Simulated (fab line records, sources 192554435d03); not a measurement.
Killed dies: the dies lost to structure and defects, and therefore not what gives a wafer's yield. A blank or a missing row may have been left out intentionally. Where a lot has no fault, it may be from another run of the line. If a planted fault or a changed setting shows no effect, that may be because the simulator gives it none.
Which tool did it? + flow n5_finfet + 72 wafers from 24 lots sampled at 6 of the route's 1938 steps

WHAT THE GAUGES SHOWED, per wafer
N5_BEOL_M4_OCD_MEAS_38.
| lot  | measured     | on     | trench_depth_nm (nm) |
|------|--------------|--------|----------------------|
| L074 | day 7 17:55  | ocd-02 | 55.4 53.3 55.2       |
| L075 | day 8 04:11  | ocd-02 | 54.7 56.8 55.7       |
| L076 | day 8 08:39  | ocd-02 | 55.4 55.3 55.7       |
| L077 | day 8 09:34  | ocd-01 | 54.5 53.4 55.3       |
| L078 | day 8 16:41  | ocd-01 | 55.4 55.8 55.3       |
| L079 | day 9 05:20  | ocd-02 | 56.4 55.9 54.8       |
| L080 | day 9 15:55  | ocd-01 | 54.3 55.0 55.0       |
| L081 | day 9 15:35  | ocd-01 | 54.9 54.1 53.1       |
| L082 | day 9 23:40  | ocd-01 | 54.9 56.5 56.8       |
| L083 | day 9 23:47  | ocd-02 | 53.9 55.4 54.3       |
| L084 | day 10 16:13 | ocd-02 | 55.3 55.6 55.6       |
| L085 | day 10 23:23 | ocd-02 | 55.3 56.0 54.9       |
| L086 | day 10 23:37 | ocd-01 | 54.6 54.4 55.7       |
| L087 | day 11 03:01 | ocd-02 | 55.0 55.0 54.1       |
| L088 | day 11 08:35 | ocd-02 | 56.6 56.1 54.5       |
| L089 | day 11 18:21 | ocd-02 | 55.2 56.3 55.3       |
| L090 | day 12 01:19 | ocd-02 | 55.3 54.9 55.4       |
| L093 | day 12 05:15 | ocd-02 | 54.8 56.4 55.2       |
| L091 | day 12 05:25 | ocd-02 | 56.4 55.4 56.1       |
| L092 | day 12 09:03 | ocd-02 | 54.5 55.5 54.8       |
| L094 | day 13 13:43 | ocd-02 | 54.3 55.3 54.8       |
| L095 | day 13 17:02 | ocd-01 | 57.4 54.6 55.1       |
| L096 | day 13 20:22 | ocd-01 | 55.3 54.1 54.6       |
| L097 | day 14 19:09 | ocd-01 | 56.1 54.9 54.2       |

N5_BEOL_M4_CD_MEAS_35: target cd 18 nm, target cd y 22.4 nm.
| lot  | measured     | on        | cd_nm (nm)     |
|------|--------------|-----------|----------------|
| L074 | day 7 18:04  | cd_sem-03 | 17.9 17.8 18.0 |
| L075 | day 8 04:20  | cd_sem-03 | 18.0 18.6 18.5 |
| L076 | day 8 08:48  | cd_sem-01 | 18.1 18.1 18.3 |
| L077 | day 8 09:43  | cd_sem-03 | 18.2 17.5 17.4 |
| L078 | day 8 16:50  | cd_sem-03 | 17.7 18.0 17.7 |
| L079 | day 9 05:29  | cd_sem-02 | 17.9 17.8 17.6 |
| L080 | day 9 16:05  | cd_sem-02 | 18.0 18.0 18.3 |
| L081 | day 9 15:44  | cd_sem-02 | 17.9 17.5 17.9 |
| L082 | day 9 23:49  | cd_sem-02 | 18.6 18.2 17.9 |
| L083 | day 9 23:56  | cd_sem-03 | 17.9 18.1 18.3 |
| L084 | day 10 16:22 | cd_sem-01 | 18.2 18.0 18.0 |
| L085 | day 10 23:32 | cd_sem-03 | 17.9 18.0 18.2 |
| L086 | day 10 23:47 | cd_sem-01 | 18.2 17.3 17.9 |
| L087 | day 11 03:10 | cd_sem-01 | 18.1 17.8 18.0 |
| L088 | day 11 08:44 | cd_sem-02 | 17.8 17.5 17.4 |
| L089 | day 11 18:31 | cd_sem-03 | 18.4 17.6 18.4 |
| L090 | day 12 01:28 | cd_sem-03 | 17.9 18.5 17.9 |
| L093 | day 12 05:24 | cd_sem-01 | 18.0 18.2 18.2 |
| L091 | day 12 05:34 | cd_sem-02 | 17.6 17.7 17.8 |
| L092 | day 12 09:13 | cd_sem-03 | 18.2 18.4 18.0 |
| L094 | day 13 13:52 | cd_sem-02 | 18.0 18.0 17.8 |
| L095 | day 13 17:11 | cd_sem-01 | 17.5 17.8 18.4 |
| L096 | day 13 20:32 | cd_sem-03 | 18.3 17.8 17.9 |
| L097 | day 14 19:18 | cd_sem-03 | 17.9 18.3 18.0 |

TOOL THAT RAN EACH LOT (tool first, then ch and the chambers of the sampled wafers, then the start)
| lot  | N5_BEOL_M3_SURFACE_TREAT_85  | N5_BEOL_M3_SPUTTER_79        | N5_BEOL_M3_DEP_57               | N5_BEOL_M4_VIA_ETCH_34             |
|------|------------------------------|------------------------------|---------------------------------|------------------------------------|
| L074 | pvd_sputter-02, day 7 05:58  | pvd_sputter-01, day 7 06:25  | pecvd-04 ch 0,1,2, day 7 08:58  | rie_diel-03 ch 1,2, day 7 17:40    |
| L075 | pvd_sputter-01, day 7 08:46  | pvd_sputter-01, day 7 09:14  | pecvd-01 ch 0,1, day 7 11:46    | rie_diel-04 ch 0,1,2, day 8 03:56  |
| L076 | pvd_sputter-01, day 7 13:25  | pvd_sputter-03, day 7 14:02  | pecvd-01 ch 0,1, day 8 00:38    | rie_diel-03 ch 1,3, day 8 08:23    |
| L077 | pvd_sputter-02, day 8 00:31  | pvd_sputter-03, day 8 02:28  | pecvd-02 ch 0,1,2, day 8 05:00  | rie_diel-03 ch 1,2,3, day 8 09:18  |
| L078 | pvd_sputter-01, day 8 10:03  | pvd_sputter-01, day 8 10:31  | pecvd-01 ch 1,2, day 8 13:02    | rie_diel-05 ch 1,2, day 8 16:26    |
| L079 | pvd_sputter-01, day 8 21:33  | pvd_sputter-03, day 8 22:04  | pecvd-02 ch 1,2, day 9 00:36    | rie_diel-04 ch 1,2,3, day 9 05:05  |
| L080 | pvd_sputter-03, day 9 06:14  | pvd_sputter-01, day 9 06:41  | pecvd-02 ch 1,2, day 9 09:12    | rie_diel-05 ch 0,1, day 9 15:40    |
| L081 | pvd_sputter-03, day 9 07:02  | pvd_sputter-01, day 9 09:02  | pecvd-01 ch 1,2, day 9 11:34    | rie_diel-03 ch 0,2, day 9 15:20    |
| L082 | pvd_sputter-01, day 9 12:20  | pvd_sputter-01, day 9 12:48  | pecvd-01 ch 0,1,2, day 9 15:27  | rie_diel-04 ch 1,2,3, day 9 23:24  |
| L083 | pvd_sputter-01, day 9 12:28  | pvd_sputter-03, day 9 14:13  | pecvd-01 ch 1,2, day 9 16:45    | rie_diel-05 ch 0,1,3, day 9 23:32  |
| L084 | pvd_sputter-01, day 10 00:36 | pvd_sputter-02, day 10 01:16 | pecvd-02 ch 0,1,2, day 10 03:47 | rie_diel-03 ch 1,3, day 10 15:58   |
| L085 | pvd_sputter-02, day 10 05:57 | pvd_sputter-02, day 10 06:28 | pecvd-04 ch 0, day 10 09:04     | rie_diel-05 ch 0,2, day 10 23:08   |
| L086 | pvd_sputter-01, day 10 13:51 | pvd_sputter-01, day 10 14:45 | pecvd-04 ch 0,1,2, day 10 17:31 | rie_diel-04 ch 0,2, day 10 23:22   |
| L087 | pvd_sputter-02, day 10 20:52 | pvd_sputter-02, day 10 21:19 | pecvd-02 ch 0,2, day 10 23:50   | rie_diel-03 ch 0,2,3, day 11 02:46 |
| L088 | pvd_sputter-01, day 10 21:23 | pvd_sputter-01, day 10 21:51 | pecvd-02 ch 0,2, day 11 00:22   | rie_diel-04 ch 0,2,3, day 11 08:19 |
| L089 | pvd_sputter-02, day 11 09:35 | pvd_sputter-03, day 11 10:35 | pecvd-04 ch 0,1,2, day 11 13:06 | rie_diel-05 ch 0,1, day 11 18:06   |
| L090 | pvd_sputter-03, day 11 14:48 | pvd_sputter-03, day 11 15:37 | pecvd-01 ch 0,1,2, day 11 18:27 | rie_diel-05 ch 0,1,3, day 12 01:04 |
| L093 | pvd_sputter-01, day 11 18:45 | pvd_sputter-02, day 11 19:29 | pecvd-02 ch 0,1,2, day 11 22:06 | rie_diel-04 ch 1,2, day 12 04:59   |
| L091 | pvd_sputter-01, day 11 18:47 | pvd_sputter-01, day 11 19:31 | pecvd-02 ch 1,2, day 11 22:20   | rie_diel-03 ch 1,3, day 12 05:09   |
| L092 | pvd_sputter-03, day 11 23:34 | pvd_sputter-02, day 12 00:08 | pecvd-02 ch 1,2, day 12 03:33   | rie_diel-05 ch 0,2, day 12 08:48   |
| L094 | pvd_sputter-02, day 13 05:11 | pvd_sputter-03, day 13 05:42 | pecvd-02 ch 0,1, day 13 08:17   | rie_diel-05 ch 0,1, day 13 13:28   |
| L095 | pvd_sputter-03, day 13 08:40 | pvd_sputter-03, day 13 09:08 | pecvd-04 ch 0,1,2, day 13 11:41 | rie_diel-04 ch 0,2, day 13 16:47   |
| L096 | pvd_sputter-01, day 13 09:14 | pvd_sputter-01, day 13 09:50 | pecvd-04 ch 0,1,2, day 13 12:26 | rie_diel-03 ch 0,2,3, day 13 20:07 |
| L097 | pvd_sputter-03, day 13 11:29 | pvd_sputter-02, day 13 12:06 | pecvd-02 ch 0,1,2, day 13 14:56 | rie_diel-04 ch 0,2, day 14 18:54   |
- N5_BEOL_M3_SURFACE_TREAT_85
- N5_BEOL_M3_SPUTTER_79: material Cu, target thk 4.5 nm, time 8.29 s.
- N5_BEOL_M3_DEP_57: deposits SiCN from 3MS/NH3, target thk 8 nm, time 14 s.
- N5_BEOL_M4_VIA_ETCH_34: etches the open film in C4F6/O2, target depth 69.4 nm, time 65.9 s.

AS READ BY THE TOOLS THEMSELVES (means over the sampled wafers that have a number; for cases with no such wafer, the mark the record gives instead)
N5_BEOL_M3_SPUTTER_79.
| lot  | tool           | chuck_gas_flow_sccm (sccm) | throttle_valve_pct (%) |
|------|----------------|----------------------------|------------------------|
| L074 | pvd_sputter-01 | 1.23                       | 29.5                   |
| L075 | pvd_sputter-01 | 1.32                       | 29.0                   |
| L076 | pvd_sputter-03 | 1.25                       | 30.4                   |
| L077 | pvd_sputter-03 | 1.33                       | 30.6                   |
| L078 | pvd_sputter-01 | 1.28                       | 28.9                   |
| L079 | pvd_sputter-03 | 1.23                       | 30.8                   |
| L080 | pvd_sputter-01 | 1.23                       | 29.1                   |
| L081 | pvd_sputter-01 | 1.25                       | 29.8                   |
| L082 | pvd_sputter-01 | 1.26                       | 28.8                   |
| L083 | pvd_sputter-03 | 1.30                       | 30.2                   |
| L084 | pvd_sputter-02 | 1.23                       | 30.8                   |
| L085 | pvd_sputter-02 | 1.29                       | 30.2                   |
| L086 | pvd_sputter-01 | 1.25                       | 28.7                   |
| L087 | pvd_sputter-02 | 1.29                       | 30.1                   |
| L088 | pvd_sputter-01 | 1.32                       | 28.8                   |
| L089 | pvd_sputter-03 | 1.30                       | 31.0                   |
| L090 | pvd_sputter-03 | 1.27                       | 30.9                   |
| L093 | pvd_sputter-02 | 1.28                       | 29.9                   |
| L091 | pvd_sputter-01 | 1.24                       | 29.4                   |
| L092 | pvd_sputter-02 | 1.29                       | 30.2                   |
| L094 | pvd_sputter-03 | 1.28                       | 30.9                   |
| L095 | pvd_sputter-03 | 1.25                       | 31.0                   |
| L096 | pvd_sputter-01 | 1.24                       | 28.9                   |
| L097 | pvd_sputter-02 | 1.27                       | 30.1                   |

N5_BEOL_M3_DEP_57.
| lot  | tool     | showerhead_plenum_p_Torr (Torr) | throttle_valve_pct (%) |
|------|----------|---------------------------------|------------------------|
| L074 | pecvd-04 | 3.676                           | 9.3                    |
| L075 | pecvd-01 | 3.676                           | 8.6                    |
| L076 | pecvd-01 | 3.672                           | 8.6                    |
| L077 | pecvd-02 | 3.659                           | 9.0                    |
| L078 | pecvd-01 | 3.672                           | 8.9                    |
| L079 | pecvd-02 | 3.660                           | 8.6                    |
| L080 | pecvd-02 | 3.651                           | 8.7                    |
| L081 | pecvd-01 | 3.674                           | 9.0                    |
| L082 | pecvd-01 | 3.665                           | 8.7                    |
| L083 | pecvd-01 | 3.668                           | 9.0                    |
| L084 | pecvd-02 | 3.658                           | 9.0                    |
| L085 | pecvd-04 | 3.684                           | 9.4                    |
| L086 | pecvd-04 | 3.665                           | 9.2                    |
| L087 | pecvd-02 | 3.652                           | 8.9                    |
| L088 | pecvd-02 | 3.652                           | 9.3                    |
| L089 | pecvd-04 | 3.672                           | 9.1                    |
| L090 | pecvd-01 | 3.678                           | 8.9                    |
| L093 | pecvd-02 | 3.651                           | 8.9                    |
| L091 | pecvd-02 | 3.659                           | 8.9                    |
| L092 | pecvd-02 | 3.660                           | 8.6                    |
| L094 | pecvd-02 | 3.657                           | 9.1                    |
| L095 | pecvd-04 | 3.668                           | 9.1                    |
| L096 | pecvd-04 | 3.672                           | 9.0                    |
| L097 | pecvd-02 | 3.657                           | 9.0                    |

N5_BEOL_M4_VIA_ETCH_34.
| lot  | tool        | drypump_motor_current_A (A) | oes_o_777_au (a.u.) | oes_product_au (a.u.) | rf_vpp_V (V) | showerhead_plenum_p_Torr (Torr) | throttle_valve_pct (%) |
|------|-------------|-----------------------------|---------------------|-----------------------|--------------|---------------------------------|------------------------|
| L074 | rie_diel-03 | 5.8                         | 0.80                | 0.81                  | 664          | 2.81                            | 30.59                  |
| L075 | rie_diel-04 | 6.0                         | 0.77                | 0.77                  | 668          | 2.84                            | 30.96                  |
| L076 | rie_diel-03 | 5.7                         | 0.89                | 0.88                  | 663          | 2.84                            | 30.65                  |
| L077 | rie_diel-03 | 5.7                         | 0.83                | 0.82                  | 652          | 2.79                            | 30.63                  |
| L078 | rie_diel-05 | 5.3                         | 0.81                | 0.84                  | 663          | 2.93                            | 30.53                  |
| L079 | rie_diel-04 | 5.8                         | 0.85                | 0.85                  | 676          | 2.83                            | 30.63                  |
| L080 | rie_diel-05 | 6.3                         | 0.74                | 0.76                  | 672          | 2.88                            | 30.74                  |
| L081 | rie_diel-03 | 5.9                         | 0.68                | 0.68                  | 656          | 2.77                            | 30.43                  |
| L082 | rie_diel-04 | 5.8                         | 0.83                | 0.83                  | 676          | 2.82                            | 30.63                  |
| L083 | rie_diel-05 | 6.0                         | 0.72                | 0.73                  | 672          | 2.82                            | 30.62                  |
| L084 | rie_diel-03 | 5.7                         | 0.86                | 0.85                  | 662          | 2.83                            | 30.67                  |
| L085 | rie_diel-05 | 6.1                         | 0.80                | 0.81                  | 665          | 2.98                            | 30.76                  |
| L086 | rie_diel-04 | 5.8                         | 0.79                | 0.78                  | 674          | 2.77                            | 30.95                  |
| L087 | rie_diel-03 | 5.7                         | 0.84                | 0.84                  | 658          | 2.91                            | 30.48                  |
| L088 | rie_diel-04 | 5.9                         | 0.86                | 0.85                  | 669          | 2.84                            | 30.92                  |
| L089 | rie_diel-05 | 5.9                         | 0.69                | 0.71                  | 674          | 2.77                            | 30.65                  |
| L090 | rie_diel-05 | 6.0                         | 0.71                | 0.71                  | 673          | 2.81                            | 30.63                  |
| L093 | rie_diel-04 | 5.7                         | 0.74                | 0.74                  | 680          | 2.76                            | 30.69                  |
| L091 | rie_diel-03 | 5.6                         | 0.87                | 0.85                  | 651          | 2.80                            | 30.70                  |
| L092 | rie_diel-05 | 5.6                         | 0.81                | 0.82                  | 662          | 3.00                            | 30.66                  |
| L094 | rie_diel-05 | 5.9                         | 0.68                | 0.70                  | 673          | 2.77                            | 30.67                  |
| L095 | rie_diel-04 | 5.8                         | 0.76                | 0.76                  | 674          | 2.76                            | 30.98                  |
| L096 | rie_diel-03 | 5.7                         | 0.89                | 0.89                  | 658          | 2.90                            | 30.46                  |
| L097 | rie_diel-04 | 5.8                         | 0.75                | 0.75                  | 673          | 2.76                            | 30.98                  |

THE ANSWER, worked out from the rows above alone
Rule: the usual values come from the lots themselves. Put in order of their means at a reading, lots are off if they are a third of the lots or fewer, leave a main group of 4 or more, and stand apart from it by a gap of 3 or more times the standard deviation of the main group's means; of several such gaps the widest counts. A main group whose means are all the same, to the digits that the tables above print for the reading, isn't used. A lot without any number at a reading at which 4 lots or more have one is off too. Any other lot the step has rows for is counted as sound. Order of review: gauges by route order, followed by the tools' own readings, for which a lot's mean as printed above is used. At the first step where some lot is off, the reading lying furthest off is the one used; lots without a number count as furthest.
Across all readings shown, no lot is off: no conclusion can be drawn from this.

WHAT THE SIMULATOR HAD INSERTED
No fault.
